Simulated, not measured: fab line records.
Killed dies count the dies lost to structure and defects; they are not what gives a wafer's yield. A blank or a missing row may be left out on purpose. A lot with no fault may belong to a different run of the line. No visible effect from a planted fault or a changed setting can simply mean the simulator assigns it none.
Struck lot and sound lot, side by side | flow nand_harc | 18 out of 1302 route steps
Sound: the wafers L254.4, L254.5, L254.6. Struck: wafers L264.2, L264.3. (L264.6 of the same lot was not struck and is left out.) The cause comes at the end.
At each step with rows: each side's tool, then ch and its chambers, then its first start. Under that, the readings that differ: sound wafers | struck wafers | difference of the means | sigmas: that difference in standard deviations of wafers without a fault.
alike: readings whose means differ by less than 2 such deviations, and words and numbers that are the same on both sides. not compared: withheld readings, readings that some wafer has no value for, bounds like >300 that may hide the same value, and numbers for which the record gives no deviation and whose values overlap.
A row with sigmas, a row that says differs or no value, or rows on one side alone: a step with any of these is where the two part. When numbers do not overlap yet have no deviation, they are printed without sigmas and do not part them. Lack of a reading on every wafer of one side parts them only where that side has two or more wafers.

first, 1 step without rows for these wafers: NHARC_A_CONTACT_SRD_22.
NHARC_A_CONTACT_INSPECT_23:
  struck on defect_inspect-01, day 28 14:35; sound on defect_inspect-02, day 24 21:00
  alike: raw_defect_count
then, 9 steps without rows for these wafers: NHARC_A_BLC_DEHYDRATE_00 (time 120 s); NHARC_A_BLC_HMDS_01 (time 30 s); NHARC_A_BLC_COAT_02 (time 75 s); NHARC_A_BLC_COAT_03 (time 65 s); NHARC_A_BLC_COAT_04 (resist thk 90 nm); NHARC_A_BLC_SOFTBAKE_05 (time 55 s); NHARC_A_BLC_EBR_06; NHARC_A_BLC_EXPOSE_07 (exposes mask A BLC, target cd 100 nm); NHARC_A_BLC_PEB_08 (peb time 65 s).
NHARC_A_BLC_DEVELOP_09: develop time 35 s.
  sound on litho_track-06 ch 0, day 24 21:00; struck on litho_track-06 ch 0, day 28 15:00
NHARC_A_BLC_CD_MEAS_10 targets a cd of 100 nm.
  sound on cd_sem-01 ch 0, day 24 21:31; struck on cd_sem-03 ch 0, day 28 15:05
  reading    | sound             | struck      | difference | sigmas
  cd_nm (nm) | 100.1 100.7 100.5 | 102.1 102.5 | +1.9       | +3
NHARC_A_BLC_OVL_MEAS_11:
  struck on overlay-02, day 28 15:10; sound on overlay-01, day 24 21:36
  reading           | sound       | struck    | difference | sigmas
  overlay_x_nm (nm) | 0.6 0.6 0.4 | -1.7 -1.2 | -2.0       | -2
  alike: overlay_y_nm
NHARC_A_BLC_INSPECT_12:
  struck on defect_inspect-02, day 28 15:13; sound on defect_inspect-02, day 24 21:38
  alike: raw_defect_count
NHARC_A_BLC_DESCUM_15: chemistry O2, time 3 s.
  sound on rie_diel-08 ch 2,3, day 24 21:41; struck on rie_diel-11 ch 0,1, day 28 15:16
  reading                | sound           | struck      | difference | sigmas
  model.A_BLC.cd_nm (nm) | 99.63 101 100.2 | 102.6 102.6 | +2.3       |
  alike: drypump_motor_current_A, oes_product_au, rf_vpp_V, showerhead_plenum_p_Torr, throttle_valve_pct
  not compared: rf_hours_counter_h
NHARC_A_BLC_ETCH_16: etches the open film in CF4, target depth 39 nm, time 65 s.
  sound on rie_diel-08 ch 1,2,3, day 24 21:48; struck on rie_diel-11 ch 0,2, day 28 15:22
  reading                | sound             | struck      | difference | sigmas
  model.A_BLC.cd_nm (nm) | 99.55 101.4 100.4 | 102.2 101.9 | +1.6       |
  alike: drypump_motor_current_A, oes_product_au, rf_vpp_V, showerhead_plenum_p_Torr, throttle_valve_pct
  not compared: rf_hours_counter_h
NHARC_A_BLC_ETCH_17: etches the open film in N2/H2, target depth 390 nm, time 609.38 s.
  sound on rie_diel-08 ch 2,3; struck on rie_diel-11 ch 0,1
  alike: drypump_motor_current_A, n2_flow_sccm, oes_product_au, rf_vpp_V, showerhead_plenum_p_Torr, throttle_valve_pct
  not compared: rf_hours_counter_h

== WHERE THEY PART ==
Last at NHARC_A_BLC_OVL_MEAS_11 as far as this record goes, first at NHARC_A_BLC_CD_MEAS_10. Later steps at which nothing parts them and some readings are alike: NHARC_A_BLC_INSPECT_12, NHARC_A_BLC_DESCUM_15, NHARC_A_BLC_ETCH_16, NHARC_A_BLC_ETCH_17.

WHY: whatever the simulator had introduced
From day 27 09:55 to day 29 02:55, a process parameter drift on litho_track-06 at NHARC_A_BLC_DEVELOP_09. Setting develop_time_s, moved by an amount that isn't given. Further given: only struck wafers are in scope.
